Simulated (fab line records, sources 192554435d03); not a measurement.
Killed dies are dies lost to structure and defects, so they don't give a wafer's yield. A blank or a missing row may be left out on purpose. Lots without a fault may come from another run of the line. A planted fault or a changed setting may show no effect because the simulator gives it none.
fab line records | flow n5_finfet
record lots=4 wafers=12 last_day=17
route steps=1938 shown PMOS_HMC_CHANNEL_EPI@84 FIN_SAQP@90 STI_FIN_REVEAL@196 PASSIVATION@1936
lots that met no fault: from a run of the same line without faults
start_h: hours from the record's first day to the start of the lot's first wafer shown | wait_h: hours since the lot's step before | " the same as in the row above | L1.1+2: a row that stands for several wafers | - no value, or no start given | * or withheld: withheld | < > ~ a bound
route shown NAME@n: a module of which the file shows steps, and the number in the route of the first | usual: mean/standard deviation of fault-free wafers | same: alike in all rows | chamber/n: place in a boat | sites: the reading at each site | _std_site: their standard deviation | _edge_site: outer sites' mean less inner sites' | radius_mm: how far each site lies from the wafer's centre | mask NAME#n: copy n | behind: the tool/chamber that last shaped the wafer | hold: why the lot was held/for how many hours/how that ended | device: the transistor (n, p or np) that didn't switch | end of line: the same wafers' tests at the end of the route | a step without rows: its recipe alone | killed: dies lost to structure and defects at the first sort, not the wafer's yield | map: a wafer's dies, x killed, . not, _ none there
set.NAME: the setting as run; set.NAME@STEP: as run at that earlier step | model.NAME: the simulator's own value behind a step, which no gauge read
lots at some steps of the route; a table a step, a row a wafer
services: from which hour (start_h, from the record's first day; less than 0 if before it) a tool's chamber was out of use, for how many hours, and why
## steps
# step N5_PMOS_HMC_CHANNEL_EPI_PRECLEAN_37
# recipe chemistry=O3/DIW time_s=45 temp_c=22 o3_ppm=10
# step N5_PMOS_HMC_CHANNEL_EPI_PRECLEAN_24
# recipe chemistry=DHF time_s=30 temp_c=25 dilution=withheld
# step N5_PMOS_HMC_CHANNEL_EPI_SRD_25
# recipe dry=ipa_marangoni do_ppb=5 time_s=30 temp_c=23 rinse_liquid=diw
# step N5_PMOS_HMC_CHANNEL_EPI_EPI_26
# recipe material=Si target_thk_a=38 temp_c=650 precursor=SiH4/H2 pressure_torr=20 time_s=22.7
# step N5_FIN_SAQP_PRECLEAN_42
# recipe chemistry=O3/DIW time_s=60 temp_c=22 o3_ppm=10
# step N5_FIN_SAQP_PRECLEAN_00
# recipe chemistry=SC1 time_s=60 temp_c=55 mix=1:2:50
# step N5_FIN_SAQP_PRECLEAN_44
# recipe chemistry=SC2 time_s=45 temp_c=35 mix=1:1:50
# step N5_FIN_SAQP_SRD_01
# recipe dry=ipa_marangoni time_s=30 temp_c=23 rinse_liquid=diw
# step N5_FIN_SAQP_ALD_61
# recipe material=SiO2 target_thk_a=40 temp_c=300 ald_precursor_family=BDEAS ald_co_reactant=O2-plasma pulse_time_s=1 purge_time_s=2 co_reactant_purge_time_s=2 ald_cycles=43 pressure_torr=2
# step N5_FIN_SAQP_DENSIFY_62
# recipe temp_c=700 time_s=60 ambient=N2 idle_temp_c=600 ramp_up_c_per_s=150 ramp_down_c_per_s=60 cool_to_c=600
# step N5_FIN_SAQP_HM_DEP_03
# recipe material=SiNx target_thk_a=380 temp_c=400 precursor=SiH4/NH3/N2 pressure_torr=1.5 rf_w=300 time_s=33.6
# usual heater_power_w=815/110 showerhead_plenum_p_Torr=5.18/0.053 throttle_valve_pct=39.4/2.7
# columns lot.wafer tool chamber start_h wait_h heater_power_w showerhead_plenum_p_Torr throttle_valve_pct model.SiNx_of_FIN_SAQP_HM_DEP_03.thk_nm
L766.2 pecvd-03 0 82.87 0.2 943 5.22 38.7 37.8
L766.4 " 1 " " 995 5.20 40.4 37.61
L766.5 " 2 " " 726 5.17 34.0 38.08
L767.3 pecvd-03 0 90.80 0.1 1032 5.21 38.4 46.29
L767.4 " 1 " " 899 5.20 40.1 47.1
L767.5 " 2 " " 689 5.18 33.9 47.04
L770.1 pecvd-03 1 106.93 0.2 956 5.18 40.1 45.72
L770.4 " 2 " " 771 5.18 34.1 45.56
L770.5 " 0 " " 1043 5.21 38.8 45.77
L779.3 pecvd-04 0 160.00 0.1 739 5.24 41.7 37.65
L779.4 " 1 " " 771 5.21 44.6 37.84
L779.6 " 0 " " 758 5.26 41.5 38.12
# step N5_FIN_SAQP_THK_MEAS_05
# usual thk_nm=38.1/0.51
# columns lot.wafer tool chamber start_h wait_h thk_nm
L766.2 film_metro-02 - 82.95 0.1 37.8
L766.4 " - " " 37.6
L766.5 " - " " 38.1
L767.3 film_metro-01 - 90.89 0.1 46.3
L767.4 " - " " 47.1
L767.5 " - " " 47.0
L770.1 film_metro-01 - 107.02 0.1 45.7
L770.4 " - " " 45.6
L770.5 " - " " 45.8
L779.3 film_metro-01 - 160.09 0.1 37.7
L779.4 " - " " 37.8
L779.6 " - " " 38.1
# step N5_FIN_SAQP_PECVD_47
# recipe material=a-Si target_thk_a=450 temp_c=400 precursor=SiH4/He pressure_torr=3 rf_w=100 time_s=36.3
# step N5_FIN_SAQP_PECVD_48
# recipe material=SiNx target_thk_a=250 temp_c=400 precursor=SiH4/NH3/N2 pressure_torr=1.5 rf_w=300 time_s=22.1
# step N5_FIN_SAQP_PECVD_06
# recipe material=a-Si target_thk_a=600 temp_c=400 precursor=SiH4/He pressure_torr=3 rf_w=100 time_s=48.1
# step N5_FIN_SAQP_HM_DEP_72
# recipe material=SiO2 target_thk_a=120 temp_c=400 precursor=SiH4/N2O pressure_torr=0.75 rf_w=275 time_s=7.2
# step N5_FIN_SAQP_COAT_49
# recipe resist=SOC temp_c=250 time_s=60 spin_rpm=1500 resist_thk_nm=100
# step N5_FIN_SAQP_COAT_50
# recipe resist=SiARC temp_c=220 time_s=60 spin_rpm=1500 resist_thk_nm=35
# step N5_FIN_SAQP_COAT_10
# recipe resist=CAR-ArF spin_rpm=1500 resist_thk_nm=90
# step N5_FIN_SAQP_EBR_12
# recipe solvent=PGMEA ebr_width_mm=1.5
# step N5_FIN_SAQP_SOFTBAKE_11
# recipe temp_c=110 time_s=60 resist=CAR-ArF
# step N5_FIN_SAQP_EXPOSE_13
# recipe mask_id=FIN_CORE na=1.35 source_shape=dipole sigma_inner=0.538 sigma_outer=0.738 polarization=te target_cd_nm=35.6 dose_mj=63.25
# step N5_FIN_SAQP_PEB_14
# recipe peb_temp_c=withheld peb_time_s=60 resist=CAR-ArF
# step N5_FIN_SAQP_DEVELOP_15
# recipe develop_time_s=30 developer=TMAH resist=CAR-ArF dev_temp_c=23 rinse_liquid=diw dry=air_spin
# step N5_FIN_SAQP_DESCUM_21
# recipe chemistry=O2 time_s=7.9 source_power_w=50 bias_power_w=20 pressure_mtorr=20 rf_frequency_hz=2.712e+07 temp_c=40 resist=CAR-ArF o2_flow_sccm=225
# step N5_FIN_SAQP_ETCH_51
# recipe chemistry=CF4 target=SiARC target_depth_a=455 mask_material=CAR-ArF time_s=75.8 ion_energy_ev=80 pressure_mtorr=40 source_w=545 bias_w=36 Ar_flow_sccm=100 cf4_flow_sccm=100 ends=cleared
# step N5_FIN_SAQP_ETCH_52
# recipe chemistry=N2/H2 target=SOC target_depth_a=1000 overetch_a=200 mask_material=SiARC temp_c=40 time_s=150 ion_energy_ev=200 pressure_mtorr=30 source_w=840 bias_w=150 n2_flow_sccm=200 h2_flow_sccm=200 ends=end_point
# step N5_FIN_SAQP_STRIP_53
# recipe chemistry=N2/H2 temp_c=40 n2_flow_sccm=200 h2_flow_sccm=200 rf_frequency_hz=6e+07
# step N5_FIN_SAQP_HM_OPEN_73
# recipe chemistry=CHF3/O2 target=SiO2 stop_on=a-Si target_depth_a=120 over_etch_frac=1.8 mask_material=SOC time_s=16.8 pressure_mtorr=30 source_w=650 bias_w=170 Ar_flow_sccm=200 CHF3_flow_sccm=50 O2_flow_sccm=5 ion_energy_ev=200 ends=end_point
# step N5_FIN_SAQP_STRIP_74
# recipe chemistry=CHF3/O2 resist=SiARC rf_frequency_hz=6e+07
# step N5_FIN_SAQP_MANDREL_ETCH_22
# recipe target_depth_a=600 chemistry=HBr/Cl2 target=a-Si stop_on=SiNx bt_time_s=10 over_etch_frac=0.5 time_s=30 pressure_mtorr=10 icp_w=800 bias_w=75 HBr_flow_sccm=150 Cl2_flow_sccm=80 ends=end_point
# step N5_FIN_SAQP_STRIP_55
# recipe chemistry=N2/H2 power_w=500 temp_c=40 pressure_mtorr=50 rf_frequency_hz=6e+07 overash_fraction=0.3 bias_power_w=28 h2_frac=0.5 n2_flow_sccm=300 h2_flow_sccm=300
# step N5_FIN_SAQP_STRIP_23
# recipe chemistry=SPM time_s=750 temp_c=130 h2so4_h2o2_vol_ratio=4
# step N5_FIN_SAQP_SRD_66
# recipe dry=ipa_marangoni time_s=30 temp_c=23 rinse_liquid=diw
# step N5_FIN_SAQP_RECESS_75
# recipe chemistry=HF/NH3 target=SiO2 target_depth_a=144 afs_cycles=3 temp_c=30 sublimation_temp_c=180 sublimation_time_s=60
# step N5_FIN_SAQP_SPACER1_ALD_24
# recipe material=SiO2 target_thk_a=203 temp_c=300 ald_precursor_family=BDEAS ald_co_reactant=O2-plasma pulse_time_s=1 purge_time_s=2 co_reactant_purge_time_s=2 ald_cycles=218 pressure_torr=2
# step N5_FIN_SAQP_HM_OPEN_33
# recipe chemistry=CH3F/O2 target=SiNx mask_material=SiO2 target_depth_a=494 time_s=70.6 pressure_mtorr=30 source_w=395 bias_w=73 Ar_flow_sccm=150 CH3F_flow_sccm=30 O2_flow_sccm=20 ion_energy_ev=120 ends=cleared
# usual CH3F_flow_sccm=30.00/0.094 drypump_motor_current_A=5.8/0.46 etch_rf_on_time_s=70.2/1.9 oes_f_703_au=0.77/0.061 oes_product_au=0.66/0.056 rf_vpp_V=295/7.9 showerhead_plenum_p_Torr=2.03/0.052 throttle_valve_pct=16.41/0.24
# columns lot.wafer tool chamber start_h wait_h CH3F_flow_sccm drypump_motor_current_A etch_rf_on_time_s oes_f_703_au oes_product_au rf_hours_counter_h rf_vpp_V showerhead_plenum_p_Torr throttle_valve_pct model.etch.depth_nm
L766.2 rie_diel-03 1 88.96 0.1 29.92 5.5 69.7 0.85 0.72 55 295 2.04 16.46 37.08
L766.4 " 3 " " 30.03 6.3 67.3 0.85 0.76 42 296 1.95 15.85 36.73
L766.5 " 0 " " 29.98 6.1 68.7 0.81 0.64 - 280 2.03 16.71 37.45
L767.3 rie_diel-06 1 96.63 0.1 30.13 6.5 85.8 0.70 0.61 210 304 2.07 16.64 45.41
L767.4 " 3 " " 29.80 5.3 87.5 0.86 0.77 10 298 2.07 16.33 46.39
L767.5 " 3 " " 29.82 5.3 87.6 0.86 0.77 - 300 2.07 16.35 46.16
L770.1 rie_diel-06 0 111.63 0.1 29.91 5.7 82.8 0.82 0.69 99 283 2.11 16.36 45.09
L770.4 " 1 " " 30.08 6.5 84.1 0.69 0.61 215 303 2.06 16.63 44.84
L770.5 " 2 " " 30.02 5.3 85.2 0.75 0.64 - 288 1.99 16.23 44.89
L779.3 rie_diel-06 2 164.51 0.0 29.92 5.4 70.9 0.74 0.63 187 288 1.98 16.27 36.94
L779.4 " 3 " " 30.06 5.3 71.9 0.81 0.72 31 298 2.06 16.38 37.21
L779.6 " 0 " " 30.08 5.7 67.9 0.80 0.68 - 284 2.11 16.38 37.41
# step N5_STI_FIN_REVEAL_RECESS_09
# recipe chemistry=HF/NH3 target=SiO2 afs_cycles=11 target_depth_a=425 temp_c=30 sublimation_temp_c=180 sublimation_time_s=60
# usual drypump_motor_current_A=6.2/0.32
# columns lot.wafer tool chamber start_h wait_h drypump_motor_current_A model.SiNx_of_FIN_SAQP_HM_DEP_03.thk_nm
L766.2 vapor_etch-02 1 98.64 0.0 6.4 18
L766.4 " 1 " " 6.4 17.6
L766.5 " 1 " " 6.4 18.4
L767.3 vapor_etch-01 0 105.27 0.6 6.5 26.4
L767.4 " 1 " " 5.6 27.4
L767.5 " 0 " " 6.5 26.6
L770.1 vapor_etch-02 1 119.42 0.0 6.4 26
L770.4 " 1 " " 6.4 25.6
L770.5 " 1 " " 6.4 26
L779.3 vapor_etch-02 0 173.66 0.6 6.2 17.8
L779.4 " 1 " " 6.4 17.8
L779.6 " 1 " " 6.4 18
# step N5_PASSIVATION_PROBE_49
# usual killed_at_M0_to_M3=33/11 killed_at_M4_up=13/5.2 killed_at_contacts=11/5.7 killed_at_front_end=39/11 killed_at_other=4/3 killed_dies=101/20 killed_open=66/15 killed_short=33/8.4
# same gross_dies=1180 killed_at_back_side=0
# columns lot.wafer tool chamber start_h wait_h killed_at_M0_to_M3 killed_at_M4_up killed_at_contacts killed_at_front_end killed_at_other killed_dies killed_open killed_short
L766.2 prober-01 - 337.37 0.1 27 14 14 27 2 84 67 17
L766.4 prober-01 - 337.47 0.2 30 16 7 34 2 89 56 29
L766.5 prober-01 - 337.52 0.2 28 17 7 20 3 75 49 24
L767.3 prober-01 - 342.53 0.1 39 16 19 58 5 137 98 38
L767.4 prober-01 - 342.58 0.2 29 18 7 52 0 106 77 28
L767.5 prober-01 - 342.63 0.2 42 28 12 72 3 157 104 53
# killed by level:class
L766.2 MOL_CONTACT_COAG:geometric_particle:open=14 FIN_SAQP:geometric_particle:open=11 BEOL_M0_SAQP:geometric_particle:open=7 BEOL_M2:geometric_particle:open=7 BEOL_M1:geometric_particle:open=5 BEOL_M4:geometric_particle:open=5 STARTING-WAFER:geometric_particle:open=4 BEOL_M0_SAQP:geometric_particle:short=3
L766.4 BEOL_M2:geometric_particle:open=9 BEOL_M0_SAQP:geometric_particle:short=8 FIN_SAQP:geometric_particle:open=6 STI_FIN_REVEAL:geometric_particle:open=5 BEOL_M0_SAQP:geometric_particle:open=5 MOL_CONTACT_COAG:geometric_particle:open=5 GATE_CUT:geometric_particle:short=4 GATE_CUT:geometric_particle:open=4
L766.5 BEOL_M0_SAQP:geometric_particle:open=6 BEOL_M2:geometric_particle:open=6 BEOL_M4:geometric_particle:open=6 BEOL_M3:geometric_particle:open=5 STI_FIN_REVEAL:geometric_particle:open=4 MOL_CONTACT_COAG:geometric_particle:open=4 BEOL_M0_SAQP:geometric_particle:short=4 MOL_CONTACT_COAG:geometric_particle:short=3
L767.3 STI_FIN_REVEAL:geometric_particle:open=31 MOL_CONTACT_COAG:geometric_particle:open=14 BEOL_M3:geometric_particle:open=12 BEOL_M2:geometric_particle:open=9 STI_FIN_REVEAL:geometric_particle:short=8 BEOL_M4:geometric_particle:open=8 FIN_SAQP:geometric_particle:short=6 BEOL_M3:geometric_particle:short=6
L767.4 STI_FIN_REVEAL:geometric_particle:open=19 BEOL_M3:geometric_particle:open=10 FIN_SAQP:geometric_particle:open=9 BEOL_M0_SAQP:geometric_particle:open=9 FIN_SAQP:geometric_particle:short=8 BEOL_M0_SAQP:geometric_particle:short=7 MOL_CONTACT_COAG:geometric_particle:open=5 BEOL_M4:geometric_particle:open=5
L767.5 STI_FIN_REVEAL:geometric_particle:open=29 BEOL_M4:geometric_particle:open=16 BEOL_M0_SAQP:geometric_particle:short=11 BEOL_M1:geometric_particle:open=11 GATE_CUT:geometric_particle:short=10 FIN_SAQP:geometric_particle:open=9 MOL_CONTACT_COAG:geometric_particle:open=9 FIN_SAQP:geometric_particle:short=8
## services
# columns tool chamber start_h hours kind
pecvd-04 2 59.76 10.3 repair
vapor_etch-02 - 78.85 0.4 repair
pecvd-03 2 83.11 5.5 repair
rie_diel-03 1 92.41 36.0 repair
pecvd-04 1 94.15 4.8 repair
pecvd-03 - 95.93 0.6 repair
pecvd-03 - 158.00 6.0 pm
## key
first_sign step=N5_FIN_SAQP_THK_MEAS_05 reading=thk_nm direction=up sigmas=16 usual=* struck=*
effect step=N5_FIN_SAQP_HM_OPEN_33 reading=etch_rf_on_time_s direction=up sigmas=8.2 usual=* struck=*
model_effect step=N5_FIN_SAQP_HM_DEP_03 value=SiNx_of_FIN_SAQP_HM_DEP_03.thk_nm without=37.95 struck=46.25
model_effect step=N5_FIN_SAQP_HM_OPEN_33 value=etch.depth_nm without=37.17 struck=45.46
model_effect step=N5_STI_FIN_REVEAL_RECESS_09 value=SiNx_of_FIN_SAQP_HM_DEP_03.thk_nm without=18.03 struck=26.33
met_at N5_FIN_SAQP_HM_DEP_03
struck_wafers L767.3,L767.4,L767.5,L770.1,L770.4,L770.5
tester_left_out L767,L770
onset_between 82.87 90.80
fault kind=process_parameter_drift tool=pecvd-03 chamber=- onset_h=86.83 steps=N5_FIN_SAQP_HM_DEP_03 channel=time_s offset=* shape=step end_h=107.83 acts_in=* stated=*
# tester_left_out: of these lots the tester's yield and bins aren't shown, on N5 and GAA mostly nor the transistor test; their killed dies are dies lost to structure and defects alone, not to doping, threshold or leakage, so they don't give the yield
